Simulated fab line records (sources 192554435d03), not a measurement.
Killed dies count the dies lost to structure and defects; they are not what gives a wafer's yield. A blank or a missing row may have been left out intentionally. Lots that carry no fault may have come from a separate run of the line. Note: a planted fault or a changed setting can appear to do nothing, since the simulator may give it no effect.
Split-lot experiment || flow n5Finfet || route with 1938 steps; 7 lots, 39 wafers read

== ON THE SPLIT ==
At N5_BEOL_M6_VIA_ETCH_34 (etches SiCOH lowk in C4F6/O2, target depth 126.3 nm, time 50.9 s), the setting timeS was moved away from the recipe's 50.9 s on 15 of the 39 wafers read, by -56.1% to +27.5%. For the rest of the wafers, this setting stayed at what the recipe calls for.

The reading is taken at the split's own step.

== THE READING ==
SOC_of_BEOL_M6_COAT_63.thkNm (the simulator's own value, which no gauge read), in nm, at N5_BEOL_M6_VIA_ETCH_34 (etches SiCOH lowk in C4F6/O2, target depth 126.3 nm, time 50.9 s). No usual value for it is given in the file. Average 53.9 nm, standard deviation 0.24 nm, over the 24 wafers here run with the recipe.

{"wafer": "L076.1", "tool, chamber at the split": "rieDiel-05, 1", "timeS as run, s": 50.9, "against the recipe": "recipe", "SOC_of_BEOL_M6_COAT_63.thkNm, nm": 53.4, "against lot-mates on the recipe": "-"}
{"wafer": "L076.2", "tool, chamber at the split": "rieDiel-05, 0", "timeS as run, s": 50.9, "against the recipe": "recipe", "SOC_of_BEOL_M6_COAT_63.thkNm, nm": 53.8, "against lot-mates on the recipe": "-"}
{"wafer": "L076.3", "tool, chamber at the split": "rieDiel-05, 2", "timeS as run, s": 64.92, "against the recipe": "+27.5%", "SOC_of_BEOL_M6_COAT_63.thkNm, nm": 52, "against lot-mates on the recipe": -1.6}
{"wafer": "L076.4", "tool, chamber at the split": "rieDiel-05, 3", "timeS as run, s": 64.92, "against the recipe": "+27.5%", "SOC_of_BEOL_M6_COAT_63.thkNm, nm": 52.2, "against lot-mates on the recipe": -1.4}
{"wafer": "L076.5", "tool, chamber at the split": "rieDiel-05, 3", "timeS as run, s": 50.9, "against the recipe": "recipe", "SOC_of_BEOL_M6_COAT_63.thkNm, nm": 53.6, "against lot-mates on the recipe": "-"}
{"wafer": "L076.6", "tool, chamber at the split": "rieDiel-05, 0", "timeS as run, s": 64.92, "against the recipe": "+27.5%", "SOC_of_BEOL_M6_COAT_63.thkNm, nm": 52.2, "against lot-mates on the recipe": -1.4}
{"wafer": "L080.1", "tool, chamber at the split": "rieDiel-05, 3", "timeS as run, s": 23.18, "against the recipe": "-54.5%", "SOC_of_BEOL_M6_COAT_63.thkNm, nm": 57.2, "against lot-mates on the recipe": "+3.1"}
{"wafer": "L080.2", "tool, chamber at the split": "rieDiel-05, 1", "timeS as run, s": 23.18, "against the recipe": "-54.5%", "SOC_of_BEOL_M6_COAT_63.thkNm, nm": 57, "against lot-mates on the recipe": "+2.9"}
{"wafer": "L080.3", "tool, chamber at the split": "rieDiel-05, 0", "timeS as run, s": 50.9, "against the recipe": "recipe", "SOC_of_BEOL_M6_COAT_63.thkNm, nm": 54.2, "against lot-mates on the recipe": "-"}
{"wafer": "L080.4", "tool, chamber at the split": "rieDiel-05, 2", "timeS as run, s": 50.9, "against the recipe": "recipe", "SOC_of_BEOL_M6_COAT_63.thkNm, nm": 54, "against lot-mates on the recipe": "-"}
{"wafer": "L080.5", "tool, chamber at the split": "rieDiel-05, 3", "timeS as run, s": 50.9, "against the recipe": "recipe", "SOC_of_BEOL_M6_COAT_63.thkNm, nm": 54, "against lot-mates on the recipe": "-"}
{"wafer": "L080.6", "tool, chamber at the split": "rieDiel-05, 0", "timeS as run, s": 23.18, "against the recipe": "-54.5%", "SOC_of_BEOL_M6_COAT_63.thkNm, nm": 57.4, "against lot-mates on the recipe": "+3.3"}
{"wafer": "L081.1", "tool, chamber at the split": "rieDiel-05, 1", "timeS as run, s": 50.9, "against the recipe": "recipe", "SOC_of_BEOL_M6_COAT_63.thkNm, nm": 53.8, "against lot-mates on the recipe": "-"}
{"wafer": "L081.2", "tool, chamber at the split": "rieDiel-05, 3", "timeS as run, s": 38.61, "against the recipe": "-24.1%", "SOC_of_BEOL_M6_COAT_63.thkNm, nm": 55.4, "against lot-mates on the recipe": "+1.3"}
{"wafer": "L081.3", "tool, chamber at the split": "rieDiel-05, 0", "timeS as run, s": 38.61, "against the recipe": "-24.1%", "SOC_of_BEOL_M6_COAT_63.thkNm, nm": 55.4, "against lot-mates on the recipe": "+1.3"}
{"wafer": "L081.4", "tool, chamber at the split": "rieDiel-05, 0", "timeS as run, s": 50.9, "against the recipe": "recipe", "SOC_of_BEOL_M6_COAT_63.thkNm, nm": 54.4, "against lot-mates on the recipe": "-"}
{"wafer": "L081.5", "tool, chamber at the split": "rieDiel-05, 3", "timeS as run, s": 50.9, "against the recipe": "recipe", "SOC_of_BEOL_M6_COAT_63.thkNm, nm": 54, "against lot-mates on the recipe": "-"}
{"wafer": "L081.6", "tool, chamber at the split": "rieDiel-05, 1", "timeS as run, s": 38.61, "against the recipe": "-24.1%", "SOC_of_BEOL_M6_COAT_63.thkNm, nm": 55.2, "against lot-mates on the recipe": "+1.1"}
{"wafer": "L087.2", "tool, chamber at the split": "rieDiel-06, 2", "timeS as run, s": 50.9, "against the recipe": "recipe", "SOC_of_BEOL_M6_COAT_63.thkNm, nm": 53.8, "against lot-mates on the recipe": "-"}
{"wafer": "L087.3", "tool, chamber at the split": "rieDiel-06, 3", "timeS as run, s": 50.9, "against the recipe": "recipe", "SOC_of_BEOL_M6_COAT_63.thkNm, nm": 53.8, "against lot-mates on the recipe": "-"}
{"wafer": "L087.5", "tool, chamber at the split": "rieDiel-06, 3", "timeS as run, s": 50.9, "against the recipe": "recipe", "SOC_of_BEOL_M6_COAT_63.thkNm, nm": 53.8, "against lot-mates on the recipe": "-"}
{"wafer": "L089.1", "tool, chamber at the split": "rieDiel-06, 1", "timeS as run, s": 50.9, "against the recipe": "recipe", "SOC_of_BEOL_M6_COAT_63.thkNm, nm": 54.2, "against lot-mates on the recipe": "-"}
{"wafer": "L089.2", "tool, chamber at the split": "rieDiel-06, 2", "timeS as run, s": 31.28, "against the recipe": "-38.5%", "SOC_of_BEOL_M6_COAT_63.thkNm, nm": 56.6, "against lot-mates on the recipe": "+2.3"}
{"wafer": "L089.3", "tool, chamber at the split": "rieDiel-06, 0", "timeS as run, s": 31.28, "against the recipe": "-38.5%", "SOC_of_BEOL_M6_COAT_63.thkNm, nm": 56.8, "against lot-mates on the recipe": "+2.5"}
{"wafer": "L089.4", "tool, chamber at the split": "rieDiel-06, 3", "timeS as run, s": 50.9, "against the recipe": "recipe", "SOC_of_BEOL_M6_COAT_63.thkNm, nm": 54.2, "against lot-mates on the recipe": "-"}
{"wafer": "L089.5", "tool, chamber at the split": "rieDiel-06, 0", "timeS as run, s": 31.28, "against the recipe": "-38.5%", "SOC_of_BEOL_M6_COAT_63.thkNm, nm": 56.8, "against lot-mates on the recipe": "+2.5"}
{"wafer": "L089.6", "tool, chamber at the split": "rieDiel-06, 3", "timeS as run, s": 50.9, "against the recipe": "recipe", "SOC_of_BEOL_M6_COAT_63.thkNm, nm": 54.4, "against lot-mates on the recipe": "-"}
{"wafer": "L095.1", "tool, chamber at the split": "rieDiel-06, 3", "timeS as run, s": 50.9, "against the recipe": "recipe", "SOC_of_BEOL_M6_COAT_63.thkNm, nm": 54, "against lot-mates on the recipe": "-"}
{"wafer": "L095.2", "tool, chamber at the split": "rieDiel-06, 1", "timeS as run, s": 50.9, "against the recipe": "recipe", "SOC_of_BEOL_M6_COAT_63.thkNm, nm": 53.8, "against lot-mates on the recipe": "-"}
{"wafer": "L095.3", "tool, chamber at the split": "rieDiel-06, 0", "timeS as run, s": 50.9, "against the recipe": "recipe", "SOC_of_BEOL_M6_COAT_63.thkNm, nm": 53.8, "against lot-mates on the recipe": "-"}
{"wafer": "L095.4", "tool, chamber at the split": "rieDiel-06, 2", "timeS as run, s": 50.9, "against the recipe": "recipe", "SOC_of_BEOL_M6_COAT_63.thkNm, nm": 54, "against lot-mates on the recipe": "-"}
{"wafer": "L095.5", "tool, chamber at the split": "rieDiel-06, 0", "timeS as run, s": 50.9, "against the recipe": "recipe", "SOC_of_BEOL_M6_COAT_63.thkNm, nm": 53.8, "against lot-mates on the recipe": "-"}
{"wafer": "L095.6", "tool, chamber at the split": "rieDiel-06, 1", "timeS as run, s": 50.9, "against the recipe": "recipe", "SOC_of_BEOL_M6_COAT_63.thkNm, nm": 53.8, "against lot-mates on the recipe": "-"}
{"wafer": "L094.1", "tool, chamber at the split": "rieDiel-05, 2", "timeS as run, s": 22.33, "against the recipe": "-56.1%", "SOC_of_BEOL_M6_COAT_63.thkNm, nm": 57.6, "against lot-mates on the recipe": "+3.9"}
{"wafer": "L094.2", "tool, chamber at the split": "rieDiel-05, 1", "timeS as run, s": 50.9, "against the recipe": "recipe", "SOC_of_BEOL_M6_COAT_63.thkNm, nm": 53.6, "against lot-mates on the recipe": "-"}
{"wafer": "L094.3", "tool, chamber at the split": "rieDiel-05, 0", "timeS as run, s": 22.33, "against the recipe": "-56.1%", "SOC_of_BEOL_M6_COAT_63.thkNm, nm": 57.2, "against lot-mates on the recipe": "+3.5"}
{"wafer": "L094.4", "tool, chamber at the split": "rieDiel-05, 0", "timeS as run, s": 22.33, "against the recipe": "-56.1%", "SOC_of_BEOL_M6_COAT_63.thkNm, nm": 57, "against lot-mates on the recipe": "+3.3"}
{"wafer": "L094.5", "tool, chamber at the split": "rieDiel-05, 2", "timeS as run, s": 50.9, "against the recipe": "recipe", "SOC_of_BEOL_M6_COAT_63.thkNm, nm": 54, "against lot-mates on the recipe": "-"}
{"wafer": "L094.6", "tool, chamber at the split": "rieDiel-05, 1", "timeS as run, s": 50.9, "against the recipe": "recipe", "SOC_of_BEOL_M6_COAT_63.thkNm, nm": 53.6, "against lot-mates on the recipe": "-"}

THE FIT
A straight line over all 39 wafers: SOC_of_BEOL_M6_COAT_63.thkNm changes by -0.0626 nm for each +1% of timeS; r = -0.99; the points scatter about the line by 0.26 nm.
The same after taking each lot's own level away (the mean of its wafers on the recipe; 39 wafers): -0.0595 nm for each +1%; r = -0.99; scatter 0.18 nm.
That fit puts the effect of the largest move of timeS on the reading at 3.3 nm.
Across the lots, their own levels run from 53.60 to 54.27 nm, a range of 2.7 times the standard deviation given above.
The two slopes agree, so the slope changes little with the lot-to-lot level.
Check: +3.29 nm against its lot-mates is what the line predicts for one of the wafers moved furthest among these (-56.1%) when that wafer is left out of the fit. It came out at +3.87 nm against them.

== THE WHOLE CHAIN: every reading that the file lists as answering this split, in the file's order ==
{"step": "N5_BEOL_M6_VIA_ETCH_34", "what it does": "etches SiCOH lowk in C4F6/O2, target depth 126.3 nm, time 50.9 s", "reading": "etch.depthNm (the simulator's own value, which no gauge read)", "change (the file's fit)": "+1.25 nm for each +1% of the setting", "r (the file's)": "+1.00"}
{"step": "N5_BEOL_M6_VIA_ETCH_34", "what it does": "etches SiCOH lowk in C4F6/O2, target depth 126.3 nm, time 50.9 s", "reading": "SOC_of_BEOL_M6_COAT_63.thkNm (the simulator's own value, which no gauge read)", "change (the file's fit)": "-0.0598 nm for each +1% of the setting", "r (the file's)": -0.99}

== FILE'S OWN FIT ==
SOC_of_BEOL_M6_COAT_63.thkNm changes by -0.0598 nm for each +1% of timeS, r = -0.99.
